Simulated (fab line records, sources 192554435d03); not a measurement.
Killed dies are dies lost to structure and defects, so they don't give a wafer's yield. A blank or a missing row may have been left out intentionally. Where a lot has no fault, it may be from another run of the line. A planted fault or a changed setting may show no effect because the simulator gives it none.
Matching of chambers :: flow n5_finfet :: rie_diel-05 running N5_BEOL_M8_DESCUM_33: 4 sister chambers
The step chemistry O2, time 7 s. 18 wafers are shown with their chamber, then 9 later ones without.

== EACH WAFER AND ITS CHAMBER ==
wafer: L075.2
chamber: 1
throttle_valve_pct (%): 20.47
showerhead_plenum_p_Torr (Torr): 2.06
oes_product_au (a.u.): 0.95

wafer: L075.3
chamber: 0
throttle_valve_pct (%): 20.17
showerhead_plenum_p_Torr (Torr): 2.03
oes_product_au (a.u.): 0.83

wafer: L075.6
chamber: 2
throttle_valve_pct (%): 20.16
showerhead_plenum_p_Torr (Torr): 2.03
oes_product_au (a.u.): 0.79

wafer: L076.2
chamber: 0
throttle_valve_pct (%): 20.15
showerhead_plenum_p_Torr (Torr): 2.03
oes_product_au (a.u.): 0.83

wafer: L076.4
chamber: 2
throttle_valve_pct (%): 20.17
showerhead_plenum_p_Torr (Torr): 2.02
oes_product_au (a.u.): 0.79

wafer: L076.6
chamber: 0
throttle_valve_pct (%): 20.16
showerhead_plenum_p_Torr (Torr): 2.02
oes_product_au (a.u.): 0.82

wafer: L081.3
chamber: 2
throttle_valve_pct (%): 20.19
showerhead_plenum_p_Torr (Torr): 2.02
oes_product_au (a.u.): 0.77

wafer: L081.4
chamber: 3
throttle_valve_pct (%): 20.83
showerhead_plenum_p_Torr (Torr): 2.15
oes_product_au (a.u.): 0.70

wafer: L081.6
chamber: 3
throttle_valve_pct (%): 20.84
showerhead_plenum_p_Torr (Torr): 2.15
oes_product_au (a.u.): 0.69

wafer: L079.1
chamber: 2
throttle_valve_pct (%): 20.20
showerhead_plenum_p_Torr (Torr): 2.02
oes_product_au (a.u.): 0.79

wafer: L079.2
chamber: 1
throttle_valve_pct (%): 20.49
showerhead_plenum_p_Torr (Torr): 2.06
oes_product_au (a.u.): 0.89

wafer: L079.5
chamber: 3
throttle_valve_pct (%): 20.82
showerhead_plenum_p_Torr (Torr): 2.15
oes_product_au (a.u.): 0.69

wafer: L084.1
chamber: 1
throttle_valve_pct (%): 20.51
showerhead_plenum_p_Torr (Torr): 2.06
oes_product_au (a.u.): 0.88

wafer: L084.5
chamber: 2
throttle_valve_pct (%): 20.19
showerhead_plenum_p_Torr (Torr): 2.02
oes_product_au (a.u.): 0.77

wafer: L084.6
chamber: 1
throttle_valve_pct (%): 20.51
showerhead_plenum_p_Torr (Torr): 2.06
oes_product_au (a.u.): 0.88

wafer: L089.1
chamber: 1
throttle_valve_pct (%): 20.51
showerhead_plenum_p_Torr (Torr): 2.05
oes_product_au (a.u.): 0.86

wafer: L089.2
chamber: 0
throttle_valve_pct (%): 20.19
showerhead_plenum_p_Torr (Torr): 2.02
oes_product_au (a.u.): 0.79

wafer: L089.3
chamber: 3
throttle_valve_pct (%): 20.85
showerhead_plenum_p_Torr (Torr): 2.14
oes_product_au (a.u.): 0.69

SIGNATURES (averages over the wafers above)
reading: throttle_valve_pct
chamber 0: 20.1675
chamber 1: 20.4980
chamber 2: 20.1820
chamber 3: 20.8350
scatter within a chamber: 0.0163

reading: showerhead_plenum_p_Torr
chamber 0: 2.0250
chamber 1: 2.0580
chamber 2: 2.0220
chamber 3: 2.1475
scatter within a chamber: 0.00489

reading: oes_product_au
chamber 0: 0.8175
chamber 1: 0.8920
chamber 2: 0.7820
chamber 3: 0.6925
scatter within a chamber: 0.0212
Rule: for each reading, subtract the chamber's mean from the wafer's reading, divide by that reading's scatter and square the result; add these up over the readings and take the root, which gives the wafer's distance from the chamber. The wafer belongs to the nearest chamber; if the next one is less than 2 further off, it can't be placed. The scatter: the root of (the sum of the squares of (reading less its chamber's mean) over the shown wafers, divided by (wafers less chambers)).

== WAFERS WITHOUT THEIR CHAMBER ==
wafer: L088.1
throttle_valve_pct (%): 20.52
showerhead_plenum_p_Torr (Torr): 2.05
oes_product_au (a.u.): 0.87

wafer: L088.3
throttle_valve_pct (%): 20.24
showerhead_plenum_p_Torr (Torr): 2.02
oes_product_au (a.u.): 0.77

wafer: L088.5
throttle_valve_pct (%): 20.22
showerhead_plenum_p_Torr (Torr): 2.01
oes_product_au (a.u.): 0.77

wafer: L093.1
throttle_valve_pct (%): 20.52
showerhead_plenum_p_Torr (Torr): 2.05
oes_product_au (a.u.): 0.85

wafer: L093.2
throttle_valve_pct (%): 20.20
showerhead_plenum_p_Torr (Torr): 2.01
oes_product_au (a.u.): 0.79

wafer: L093.5
throttle_valve_pct (%): 20.24
showerhead_plenum_p_Torr (Torr): 2.01
oes_product_au (a.u.): 0.76

wafer: L092.2
throttle_valve_pct (%): 20.24
showerhead_plenum_p_Torr (Torr): 2.01
oes_product_au (a.u.): 0.75

wafer: L092.4
throttle_valve_pct (%): 20.53
showerhead_plenum_p_Torr (Torr): 2.05
oes_product_au (a.u.): 0.85

wafer: L092.6
throttle_valve_pct (%): 20.24
showerhead_plenum_p_Torr (Torr): 2.01
oes_product_au (a.u.): 0.75

== CHAMBER TAKEN BY EACH ==
wafer: L088.1
from the rows above: 1
in truth: 1

wafer: L088.3
from the rows above: can't be placed: 2 or 0
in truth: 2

wafer: L088.5
from the rows above: can't be placed: 2 or 0
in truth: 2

wafer: L093.1
from the rows above: 1
in truth: 1

wafer: L093.2
from the rows above: can't be placed: 2 or 0
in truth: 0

wafer: L093.5
from the rows above: can't be placed: 2 or 0
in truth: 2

wafer: L092.2
from the rows above: can't be placed: 2 or 0
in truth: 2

wafer: L092.4
from the rows above: 1
in truth: 1

wafer: L092.6
from the rows above: can't be placed: 2 or 0
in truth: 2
Correctly placed: 3 of 9. Can't be placed from these rows: 6 (the true chamber is among the candidates in 6). 0 placed wrongly.
